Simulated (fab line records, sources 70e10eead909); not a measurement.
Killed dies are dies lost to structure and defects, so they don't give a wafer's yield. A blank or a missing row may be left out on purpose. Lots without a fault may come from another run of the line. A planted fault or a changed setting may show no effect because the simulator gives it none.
Which tool did it? | flow nand_harc | 12 lots, 36 wafers sampled, at 5 steps of a route of 1159

WHAT THE GAUGES READ, wafer by wafer
NHARC_END_SORT_01.
lot  | measured     | on        | killed_at_array | killed_at_other | killed_at_periphery | killed_dies | killed_open | killed_short
L176 | day 21 00:21 | prober-02 | 32 35 26        | 0 0 0           | 3 5 6               | 35 40 32    | 2 5 4       | 2 2 2

WHICH TOOL RAN EACH LOT (tool, then ch and the chambers of the sampled wafers, then the start)
lot  | NHARC_A_CHANNEL_HOLE_D1_ETCH_33  | NHARC_A_CHANNEL_HOLE_D1_ETCH_44    | NHARC_A_CHANNEL_FILL_D1_ALD_03                 | NHARC_A_CHANNEL_FILL_D1_ALD_14
L170 | har_etch-02 ch 0,1, day 9 00:55  | rie_diel-13 ch 0,1, day 9 01:38    | ald_sin_batch-01 ch 0, day 9 10:04 or earlier  | ald_hk-03 ch 0,2, day 9 10:04
L171 | har_etch-01 ch 0,1, day 9 01:02  | rie_diel-03 ch 1,2, day 9 01:47    | ald_sin_batch-01 ch 0, day 9 09:55 or earlier  | ald_hk-03 ch 1,2,3, day 9 09:55
L173 | har_etch-02 ch 0,1, day 9 05:03  | rie_diel-03 ch 0,1,3, day 9 05:46  | ald_sin_batch-01 ch 0, day 9 15:01 or earlier  | ald_hk-04 ch 0,2,3, day 9 15:01
L172 | har_etch-01 ch 0,1, day 9 05:12  | rie_diel-13 ch 1,2,3, day 9 05:57  | ald_sin_batch-01 ch 0, day 9 15:14 or earlier  | ald_hk-04 ch 0,1, day 9 15:14
L174 | har_etch-01 ch 0,1, day 9 17:55  | rie_diel-08 ch 1,2,3, day 9 18:40  | ald_sin_batch-01 ch 0, day 10 02:47 or earlier | ald_hk-02 ch 0,2,3, day 10 02:47
L176 | har_etch-02 ch 0,1, day 10 02:20 | rie_diel-13 ch 1,3, day 10 03:07   | ald_sin_batch-02 ch 0, day 10 12:07 or earlier | ald_hk-03 ch 0,2,3, day 10 12:07
L177 | har_etch-01 ch 0,1, day 10 02:30 | rie_diel-13 ch 0,1,3, day 10 03:34 | ald_sin_batch-02 ch 0, day 10 11:52 or earlier | ald_hk-03 ch 1,2, day 10 11:52
L175 | har_etch-02 ch 0,1, day 10 06:32 | rie_diel-13 ch 0,2,3, day 10 07:14 | ald_sin_batch-03 ch 0, day 10 16:22 or earlier | ald_hk-02 ch 0,1,2, day 10 16:22
L178 | har_etch-01 ch 0,1, day 10 11:46 | rie_diel-13 ch 1,3, day 10 12:29   | ald_sin_batch-02 ch 0, day 10 23:02 or earlier | ald_hk-02 ch 0,1,2, day 10 23:02
L179 | har_etch-02 ch 0,1, day 11 01:20 | rie_diel-03 ch 1,2, day 11 02:07   | ald_sin_batch-02 ch 0, day 11 08:35 or earlier | ald_hk-04 ch 1,2,3, day 11 08:35
L184 | har_etch-02 ch 0,1, day 11 17:36 | rie_diel-13 ch 0,3, day 11 18:16   | ald_sin_batch-02 ch 0, day 12 05:20 or earlier | ald_hk-04 ch 1,2,3, day 12 05:20
L193 | har_etch-02 ch 0,1, day 14 03:50 | rie_diel-03 ch 0,2,3, day 14 04:35 | ald_sin_batch-02 ch 0, day 14 12:46 or earlier | ald_hk-02 ch 0,2,3, day 14 12:46
- NHARC_A_CHANNEL_HOLE_D1_ETCH_33: etches the open film in C4F8/O2/Ar, time 90 s, target depth 400 nm.
- NHARC_A_CHANNEL_HOLE_D1_ETCH_44: etches the open film in CF4/O2, target depth 140 nm, overetch 14 nm, time 77 s.
- NHARC_A_CHANNEL_FILL_D1_ALD_03: deposits SiNx, target thk 6 nm, pulse time 60 s, ald cycles 58.
- NHARC_A_CHANNEL_FILL_D1_ALD_14: deposits SiO2, target thk 2.5 nm, pulse time 10 s, ald cycles 25.

WHAT THE TOOLS THEMSELVES READ (means of the sampled wafers that have a number; where no wafer has one, the mark that the record gives instead)
NHARC_A_CHANNEL_HOLE_D1_ETCH_33.
lot  | tool        | chamber_pressure_mTorr (mTorr) | drypump_motor_current_A (A) | he_backside_leak_sccm (sccm) | showerhead_plenum_p_Torr (Torr) | temp_c (C) | throttle_valve_pct (%)
L170 | har_etch-02 | 25.000                         | 5.6                         | 5.9                          | 3.69                            | -19.86     | 27.618
L171 | har_etch-01 | 25.019                         | 5.8                         | 5.4                          | 3.87                            | -20.00     | 27.612
L173 | har_etch-02 | 25.005                         | 5.6                         | 5.5                          | 3.68                            | -20.15     | 27.612
L172 | har_etch-01 | 25.012                         | 5.4                         | 5.3                          | 3.87                            | -19.96     | 27.616
L174 | har_etch-01 | 25.002                         | 5.8                         | 5.3                          | 3.86                            | -19.89     | 27.626
L176 | har_etch-02 | 24.979                         | 5.7                         | 5.4                          | 3.79                            | -19.98     | 27.613
L177 | har_etch-01 | 24.996                         | 5.4                         | 5.4                          | 3.86                            | -19.97     | 27.623
L175 | har_etch-02 | 25.030                         | 5.6                         | 6.0                          | 3.68                            | -19.91     | 27.615
L178 | har_etch-01 | 24.997                         | 5.8                         | 5.4                          | 3.86                            | -20.10     | 27.616
L179 | har_etch-02 | 25.011                         | 5.6                         | 5.8                          | 3.67                            | -20.07     | 27.615
L184 | har_etch-02 | 25.021                         | 5.6                         | 5.7                          | 3.67                            | -19.98     | 27.617
L193 | har_etch-02 | 25.011                         | 5.7                         | 5.5                          | 3.77                            | -19.96     | 27.629

NHARC_A_CHANNEL_HOLE_D1_ETCH_44.
lot  | tool        | chamber_pressure_mTorr (mTorr) | drypump_motor_current_A (A) | oes_o_777_au (a.u.) | oes_product_au (a.u.) | rf_vpp_V (V) | showerhead_plenum_p_Torr (Torr) | throttle_valve_pct (%)
L170 | rie_diel-13 | 30.013                         | 5.8                         | 1.003               | 0.997                 | 197.6        | 1.34                            | 13.399
L171 | rie_diel-03 | 30.016                         | 5.9                         | 0.999               | 1.003                 | 198.2        | 1.34                            | 13.390
L173 | rie_diel-03 | 29.981                         | 6.2                         | 0.999               | 1.003                 | 198.9        | 1.37                            | 13.398
L172 | rie_diel-13 | 30.018                         | 5.8                         | 0.999               | 1.004                 | 197.2        | 1.33                            | 13.397
L174 | rie_diel-08 | 29.999                         | 6.1                         | 0.999               | 0.998                 | 199.0        | 1.41                            | 13.400
L176 | rie_diel-13 | 30.036                         | 5.7                         | 1.000               | 1.002                 | 198.3        | 1.39                            | 13.407
L177 | rie_diel-13 | 30.019                         | 5.9                         | 1.005               | 0.999                 | 198.4        | 1.36                            | 13.396
L175 | rie_diel-13 | 29.990                         | 6.0                         | 0.998               | 0.993                 | 197.4        | 1.33                            | 13.394
L178 | rie_diel-13 | 29.983                         | 5.7                         | 1.000               | 1.006                 | 197.8        | 1.36                            | 13.399
L179 | rie_diel-03 | 30.000                         | 5.6                         | 1.001               | 1.000                 | 198.0        | 1.34                            | 13.386
L184 | rie_diel-13 | 30.001                         | 6.0                         | 1.005               | 1.001                 | 199.1        | 1.38                            | 13.400
L193 | rie_diel-03 | 30.025                         | 5.9                         | 1.003               | 1.001                 | 197.9        | 1.37                            | 13.401

NHARC_A_CHANNEL_FILL_D1_ALD_03.
lot  | tool             | precursor_pulse_height_rel
L170 | ald_sin_batch-01 | 1.010
L171 | ald_sin_batch-01 | 0.995
L173 | ald_sin_batch-01 | 0.999
L172 | ald_sin_batch-01 | 0.998
L174 | ald_sin_batch-01 | 0.985
L176 | ald_sin_batch-02 | 1.001
L177 | ald_sin_batch-02 | 1.008
L175 | ald_sin_batch-03 | 0.992
L178 | ald_sin_batch-02 | 0.992
L179 | ald_sin_batch-02 | 0.998
L184 | ald_sin_batch-02 | 0.993
L193 | ald_sin_batch-02 | 0.992

NHARC_A_CHANNEL_FILL_D1_ALD_14.
lot  | tool      | heater_power_w (W) | precursor_pulse_height_rel
L170 | ald_hk-03 | 490                | 0.996
L171 | ald_hk-03 | 497                | 1.008
L173 | ald_hk-04 | 485                | 1.002
L172 | ald_hk-04 | 433                | 0.987
L174 | ald_hk-02 | 457                | 0.989
L176 | ald_hk-03 | 494                | 1.009
L177 | ald_hk-03 | 489                | 1.008
L175 | ald_hk-02 | 473                | 1.009
L178 | ald_hk-02 | 469                | 1.008
L179 | ald_hk-04 | 443                | 0.986
L184 | ald_hk-04 | 452                | 1.002
L193 | ald_hk-02 | 445                | 1.006

THE ANSWER, worked out from the rows above alone
Rule: what is usual is taken from the lots themselves. Put in order of their means at a reading, lots are off if they are a third of the lots or fewer, leave a main group of 4 or more, and stand apart from it by a gap of 3 or more times the standard deviation of the main group's means; of several such gaps the widest counts. A main group whose means are all the same, to the digits that the tables above print for the reading, isn't used. A lot without any number at a reading at which 4 lots or more have one is off too. The other lots that the step has rows for count as sound. The gauges are gone through in route order, then the tools' own readings, and for those a lot's mean is taken as printed above. The first step at which some lot is off is used, and at that step the reading that is off furthest; a lot without a number counts as furthest.
No lot is off at any reading shown: from this, nothing can be told.

WHAT THE SIMULATOR HAD PUT IN
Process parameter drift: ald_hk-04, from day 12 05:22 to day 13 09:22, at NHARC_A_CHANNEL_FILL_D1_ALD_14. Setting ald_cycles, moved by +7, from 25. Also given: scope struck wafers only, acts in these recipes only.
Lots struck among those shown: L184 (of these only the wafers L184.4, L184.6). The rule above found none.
